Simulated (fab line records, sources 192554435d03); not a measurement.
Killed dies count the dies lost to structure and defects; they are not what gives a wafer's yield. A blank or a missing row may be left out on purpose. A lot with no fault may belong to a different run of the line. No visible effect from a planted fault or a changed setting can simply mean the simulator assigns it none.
A struck lot beside a sound one :: flow n5 finfet :: 29 steps out of a route of 1938
Sound: these wafers, L663.2, L663.3, L663.6. Struck: wafers L671.2, L671.6 (left out: L671.3, a lot-mate that was not struck); the cause follows at the end.
At each step with rows: each side's tool, then ch and its chambers, then its first start. Under that, the readings that differ: sound wafers :: struck wafers :: difference of the means :: sigmas: that difference in standard deviations of wafers without a fault.
alike: readings whose means differ by less than 2 such deviations, and words and numbers that are the same on both sides. not compared: withheld readings, readings that some wafer has no value for, bounds like >300 that may hide the same value, and numbers for which the record gives no deviation and whose values overlap.
A row with sigmas, a row that says differs or no value, or rows on one side alone: a step with any of these is where the two part. Numbers that don't overlap but have no deviation are shown without sigmas and don't part them. A reading missing from all wafers of one side parts the sides only when that side holds two or more wafers.

first, 2 steps without rows for these wafers: N5_ZERO_LAYER_PRECLEAN_00 (cleans in SPM, time 600 s); N5_ZERO_LAYER_SRD_01 (time 30 s, dry time 30 s).
N5_ZERO_LAYER_PECVD_02: deposits SiO2 from SiH4/N2O, target thk 10 nm, time 6 s.
  sound on pecvd-03 ch 0,1,2, day 3 12:18; struck on pecvd-03 ch 1, day 5 12:17
reading: model.SiO2_of_ZERO_LAYER_PECVD_02.thk nm (nm)
sound: 10.08 10.03 10.16
struck: 15.51 15.71
difference: +5.52
sigmas: 
  alike: heater power w, showerhead plenum p Torr, susceptor temp C
then, 24 steps without rows for these wafers: N5_ZERO_LAYER_HMDS_04 (time 60 s); N5_ZERO_LAYER_COAT_05 (resist thk 1000 nm); N5_ZERO_LAYER_EBR_07; N5_ZERO_LAYER_SOFTBAKE_06 (time 90 s); N5_ZERO_LAYER_EXPOSE_08 (exposes mask ZERO, defocus 0 nm, target cd 2000 nm); N5_ZERO_LAYER_PEB_09; N5_ZERO_LAYER_DEVELOP_10 (develop time 60 s); N5_ZERO_LAYER_HARDBAKE_23 (time 120 s); N5_ZERO_LAYER_DESCUM_16 (chemistry O2, time 7.9 s); N5_ZERO_LAYER_ETCH_17 (etches SiO2 in CF4, target depth 12 nm, time 13.3 s); N5_ZERO_LAYER_ETCH_18 (etches Si in HBr/Cl2, target depth 120 nm, time 40 s); N5_ZERO_LAYER_STRIP_24 (strips in O2); N5_ZERO_LAYER_STRIP_19 (strips in SPM, time 900 s); N5_WELL_APT_HMDS_01 (time 60 s); N5_WELL_APT_COAT_02 (resist thk 950 nm); N5_WELL_APT_EBR_04; N5_WELL_APT_SOFTBAKE_03 (time 60 s); N5_WELL_APT_EXPOSE_05 (exposes mask NWELL, defocus 0 nm, target cd 200 nm); N5_WELL_APT_PEB_06 (peb time 90 s); N5_WELL_APT_DEVELOP_07 (develop time 45 s); N5_WELL_APT_HARDBAKE_12 (time 120 s); N5_WELL_APT_DESCUM_13 (chemistry O2, time 7.9 s); N5_WELL_APT_IMPLANT_14; N5_WELL_APT_IMPLANT_15.
-- here the record skips 7 days between the struck wafers' starts before and after, leaving off in module WELL_APT and picking up in module BEOL_M4 (first step shown: number 1111 of the route) --
N5_BEOL_M4_RC_MEAS_101:
  sound on prober-01 ch 0, day 9 11:16; struck on prober-01 ch 0, day 12 01:40
reading: CJ_N
sound: 4.44 4.57 4.45
struck: 4.73 4.71
difference: +0.23
sigmas: +3

reading: DIBL_N (mV/V)
sound: 39.7 37.5 38.0
struck: 34.8 34.7
difference: -3.6
sigmas: -2

reading: DIBL_P (mV/V)
sound: 40.2 36.5 38.5
struck: 34.0 34.4
difference: -4.2
sigmas: -2

reading: IOFF_N (nA/um)
sound: 0.27 0.21 0.23
struck: 0.13 0.14
difference: -0.10
sigmas: -3

reading: IOFF_P (nA/um)
sound: 0.32 0.23 0.28
struck: 0.16 0.17
difference: -0.11
sigmas: -3

reading: ION_N (uA/um)
sound: 696 685 685
struck: 652 653
difference: -36
sigmas: -3

reading: ION_P (uA/um)
sound: 474 465 469
struck: 446 445
difference: -24
sigmas: -3

reading: RS_PWELL (ohm/sq)
sound: 3043 3030 3029
struck: 3084 3107
difference: +62
sigmas: +3

reading: SS_N (mV/dec)
sound: 72.4 71.5 71.1
struck: 70.4 70.6
difference: -1.2
sigmas: -2

reading: SS_P (mV/dec)
sound: 75.4 73.7 74.2
struck: 72.7 72.8
difference: -1.7
sigmas: -3

reading: VT_N (mV)
sound: 243 245 241
struck: 253 254
difference: +10
sigmas: +3

reading: VT_P (mV)
sound: -244 -251 -242
struck: -257 -255
difference: -10
sigmas: -3
  alike: CJ_P
N5_PASSIVATION_PROBE_49:
  rows exist in the record for the sound wafers here (prober-01, day 13 22:21), none for the struck ones

WHERE THEY PART
Earliest at N5_BEOL_M4_RC_MEAS_101; latest, in this record, at N5_PASSIVATION_PROBE_49.

WHY: whatever the simulator had introduced
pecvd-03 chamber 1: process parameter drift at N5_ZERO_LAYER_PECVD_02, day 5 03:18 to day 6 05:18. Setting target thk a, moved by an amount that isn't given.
